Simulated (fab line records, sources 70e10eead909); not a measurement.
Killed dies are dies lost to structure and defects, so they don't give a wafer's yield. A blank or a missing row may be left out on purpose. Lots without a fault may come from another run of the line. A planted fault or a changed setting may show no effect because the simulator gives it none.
Which tool did it? | flow nand_harc | 24 lots, 72 wafers sampled, at 1 step of a route of 1159

WHAT THE GAUGES READ, wafer by wafer
NHARC_P_M2_INSPECT_27.
lot  | measured     | on                | raw_defect_count
L074 | day 5 22:49  | defect_inspect-01 | 366 251 348
L075 | day 6 16:56  | defect_inspect-02 | 340 358 265
L076 | day 6 17:35  | defect_inspect-01 | 327 242 546
L077 | day 6 18:51  | defect_inspect-02 | 399 311 580
L078 | day 7 16:28  | defect_inspect-02 | 216 184 193
L079 | day 7 17:11  | defect_inspect-01 | 229 321 270
L080 | day 8 03:10  | defect_inspect-02 | 475 364 310
L081 | day 8 08:02  | defect_inspect-02 | 358 351 362
L082 | day 8 14:24  | defect_inspect-01 | 260 404 313
L083 | day 8 15:02  | defect_inspect-01 | 449 462 346
L084 | day 8 19:49  | defect_inspect-01 | 417 360 241
L087 | day 9 10:47  | defect_inspect-02 | 311 308 161
L085 | day 9 11:39  | defect_inspect-01 | 345 307 199
L088 | day 9 14:41  | defect_inspect-02 | 383 274 273
L086 | day 9 22:11  | defect_inspect-01 | 378 382 337
L090 | day 10 09:25 | defect_inspect-02 | 245 448 292
L089 | day 10 10:01 | defect_inspect-01 | 280 202 250
L091 | day 10 16:57 | defect_inspect-02 | 344 325 339
L092 | day 10 18:04 | defect_inspect-02 | 228 192 142
L093 | day 10 18:31 | defect_inspect-01 | 609 348 357
L094 | day 11 06:55 | defect_inspect-01 | 215 159 280
L095 | day 11 08:58 | defect_inspect-02 | 223 312 260
L097 | day 11 16:23 | defect_inspect-02 | 231 218 307
L096 | day 11 16:42 | defect_inspect-02 | 303 412 326

WHICH TOOL RAN EACH LOT (tool, then ch and the chambers of the sampled wafers, then the start)
The record holds no process step before these readings.

WHAT THE TOOLS THEMSELVES READ (means of the sampled wafers that have a number; where no wafer has one, the mark that the record gives instead)
The record holds no such reading with a usual standard deviation.

THE ANSWER, worked out from the rows above alone
Rule: what is usual is taken from the lots themselves. Put in order of their means at a reading, lots are off if they are a third of the lots or fewer, leave a main group of 4 or more, and stand apart from it by a gap of 3 or more times the standard deviation of the main group's means; of several such gaps the widest counts. A main group whose means are all the same, to the digits that the tables above print for the reading, isn't used. A lot without any number at a reading at which 4 lots or more have one is off too. The other lots that the step has rows for count as sound. The gauges are gone through in route order, then the tools' own readings, and for those a lot's mean is taken as printed above. The first step at which some lot is off is used, and at that step the reading that is off furthest; a lot without a number counts as furthest.
No lot is off at any reading shown: from this, nothing can be told.

WHAT THE SIMULATOR HAD PUT IN
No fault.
